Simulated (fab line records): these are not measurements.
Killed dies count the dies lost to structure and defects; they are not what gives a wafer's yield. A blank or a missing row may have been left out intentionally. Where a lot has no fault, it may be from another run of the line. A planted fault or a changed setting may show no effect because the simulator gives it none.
A struck lot beside a sound one	flow nand_harc	14 out of 1159 route steps
Sound: the wafers L425.1, L425.3, L425.4. The struck wafers were L422.1, L422.4, L422.6. The cause is given at the end.
For every step that has rows: the tool of each side, followed by ch and its chambers, followed by its first start. Under that, the readings that differ: sound wafers	struck wafers	difference of the means	sigmas: that difference in standard deviations of wafers without a fault.
alike: a reading whose means differ by less than 2 such deviations, as well as words and numbers matching on both sides. not compared: withheld readings; readings where some wafer has no value; bounds like >300 that might hide an equal value; numbers whose values overlap and for which the record gives no deviation.
Wherever a step has rows on one side only, a row that says differs or no value, or a row with sigmas, the two part there. When numbers do not overlap yet have no deviation, they are printed without sigmas and do not part them. A reading that every wafer of one side lacks parts them only if that side has two wafers or more.

NHARC_THIN_TSV_DEGAS_49: time 120 s.
  sound on pvd_sputter-02, day 23 12:23; struck on pvd_sputter-02, day 22 21:51
  alike: heater_power_w
then, 2 steps without rows for these wafers: NHARC_THIN_TSV_PRE_CLEAN_50 (time 30 s); NHARC_THIN_TSV_PVD_19 (deposits TaN, target thk 20 nm).
NHARC_THIN_TSV_PVD_51: deposits Cu, target thk 100 nm.
  sound on pvd_sputter-02; struck on pvd_sputter-02
  alike: chamber_pressure_pa, throttle_valve_pct
then, 2 steps without rows for these wafers: NHARC_THIN_TSV_ECD_20 (material Cu, target thk 2000 nm); NHARC_THIN_TSV_ANNEAL_52 (time 90 s).
NHARC_THIN_TSV_CMP_21: polishes, t overpolish 30 s, target thk 2000 nm.
  sound on cmp-02 ch 1,2,3, day 23 13:59; struck on cmp-04 ch 0,2,3, day 22 23:32
  alike: motor_current_A, overpolish_run_s, slurry_filter_dp_kPa
after that, 1 step had no rows for these wafers: NHARC_THIN_TSV_SRD_23.
NHARC_THIN_TSV_DEGAS_53: time 60 s.
  sound on pvd_sputter-03, day 23 14:26; struck on pvd_sputter-01, day 23 00:01
  alike: heater_power_w
NHARC_THIN_TSV_PRE_CLEAN_54: time 30 s.
  sound on pvd_sputter-03, day 23 14:29; struck on pvd_sputter-01, day 23 00:05
  alike: heater_power_w
then, 1 step without rows for these wafers: NHARC_THIN_TSV_PVD_55 (deposits TiN, target thk 50 nm).
NHARC_THIN_TSV_PVD_24: deposits Al, target thk 800 nm.
  sound on pvd_sputter-03, day 23 14:43; struck on pvd_sputter-01, day 23 00:19
then, 1 step without rows for these wafers: NHARC_THIN_TSV_DEHYDRATE_25 (time 120 s).
NHARC_END_SORT_01:
  at this point the record logs the struck wafers (prober-02 ch 0, day 23 16:01) and has no rows for the sound ones

## WHERE THEY PART
Only at NHARC_END_SORT_01, as far as this record shows.

WHY: whatever the simulator had introduced
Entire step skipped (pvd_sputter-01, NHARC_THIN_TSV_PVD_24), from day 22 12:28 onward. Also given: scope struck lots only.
